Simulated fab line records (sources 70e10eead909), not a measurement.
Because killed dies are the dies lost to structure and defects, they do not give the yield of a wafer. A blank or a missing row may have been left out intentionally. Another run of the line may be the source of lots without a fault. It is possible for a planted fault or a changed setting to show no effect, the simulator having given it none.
A lot that was struck, set against a sound lot ; flow nand_harc ; 15 out of 1159 route steps
Sound: these wafers, L854.2, L854.4, L854.6. Wafers L864.1, L864.4, L864.6 were the ones struck. At the end, the cause is stated.
For every step that has rows: the tool of each side, followed by ch and its chambers, followed by its first start. Under that, the readings that differ: sound wafers ; struck wafers ; difference of the means ; sigmas: that difference in standard deviations of wafers without a fault.
alike: readings whose means differ by less than 2 such deviations, and words and numbers that are the same on both sides. not compared: withheld readings, readings that some wafer has no value for, bounds like >300 that may hide the same value, and numbers for which the record gives no deviation and whose values overlap.
Wherever a step has rows on one side only, a row that says differs or no value, or a row with sigmas, the two part there. When numbers do not overlap yet have no deviation, they are printed without sigmas and do not part them. A reading that every wafer of one side lacks parts them only if that side has two wafers or more.

first, 8 steps without rows for these wafers: NHARC_A_ZERO_WELL_HMDS_03 (time 30 s); NHARC_A_ZERO_WELL_COAT_18 (time 65 s); NHARC_A_ZERO_WELL_COAT_04 (resist thk 600 nm); NHARC_A_ZERO_WELL_SOFTBAKE_05 (time 70 s); NHARC_A_ZERO_WELL_EBR_06; NHARC_A_ZERO_WELL_EXPOSE_07 (exposes mask A ZERO); NHARC_A_ZERO_WELL_PEB_08 (peb time 80 s); NHARC_A_ZERO_WELL_DEVELOP_09 (time 50 s).
NHARC_A_ZERO_WELL_CD_MEAS_10: the cd target is 2000 nm.
  sound on cd_sem-01 ch 0, day 7 15:53; struck on cd_sem-01 ch 0, day 10 02:10
  alike: cd_nm
then, 1 step without rows for these wafers: NHARC_A_ZERO_WELL_HARDBAKE_11 (time 65 s).
NHARC_A_ZERO_WELL_DESCUM_12: chemistry O2, time 3 s.
  sound on rie_diel-13 ch 0,1,2, day 7 16:03; struck on rie_diel-10 ch 2,3, day 10 02:19
  alike: drypump_motor_current_A, oes_product_au, rf_vpp_V, showerhead_plenum_p_Torr, throttle_valve_pct
  not compared: rf_hours_counter_h
NHARC_A_ZERO_WELL_ETCH_19: etches the open film in N2/H2, target depth 80 nm, overetch 24 nm, time 87.88 s.
  sound on rie_diel-13 ch 0,2,3, day 7 16:08; struck on rie_diel-10 ch 1,2, day 10 02:24
  alike: bias_w, chamber_pressure_mTorr, drypump_motor_current_A, h2_flow_sccm, oes_product_au, rf_vpp_V, showerhead_plenum_p_Torr, throttle_valve_pct
  not compared: rf_hours_counter_h
NHARC_A_ZERO_WELL_ETCH_13: etches the open film in HBr/Cl2, target depth 120 nm, time 40.1 s.
  sound on rie_si-06 ch 0,1,3, day 7 16:15; struck on rie_si-04 ch 0,3, day 10 02:32
  no value came back on the struck wafers for any of 6 readings (bias_w (W), chamber_pressure_mTorr (mTorr) and others); on the sound wafers bias_w (W) reads 100.3 99.9 99.9
  not compared: rf_hours_counter_h
then, 1 step without rows for these wafers: NHARC_A_ZERO_WELL_STRIP_14 (strips in SPM, time 900 s).
-- record jumps: 12 days between struck wafers' starts before vs after; left off in module A_ZERO_WELL, resumes in module END, first step shown is number 1159 of the route --
NHARC_END_SORT_01:
  sound on prober-02 ch 0, day 19 20:26; struck on prober-01 ch 0, day 22 06:50
reading;sound;struck;difference;sigmas
killed_at_array;23 25 20;670 674 669;+648;+59
killed_dies;28 32 28;677 677 677;+648;+59
  alike: killed_at_other, killed_at_periphery, killed_open, killed_short

## WHERE THEY PART
Last at NHARC_END_SORT_01 as far as this record goes, first at NHARC_A_ZERO_WELL_ETCH_13.

WHY: whatever the simulator had introduced
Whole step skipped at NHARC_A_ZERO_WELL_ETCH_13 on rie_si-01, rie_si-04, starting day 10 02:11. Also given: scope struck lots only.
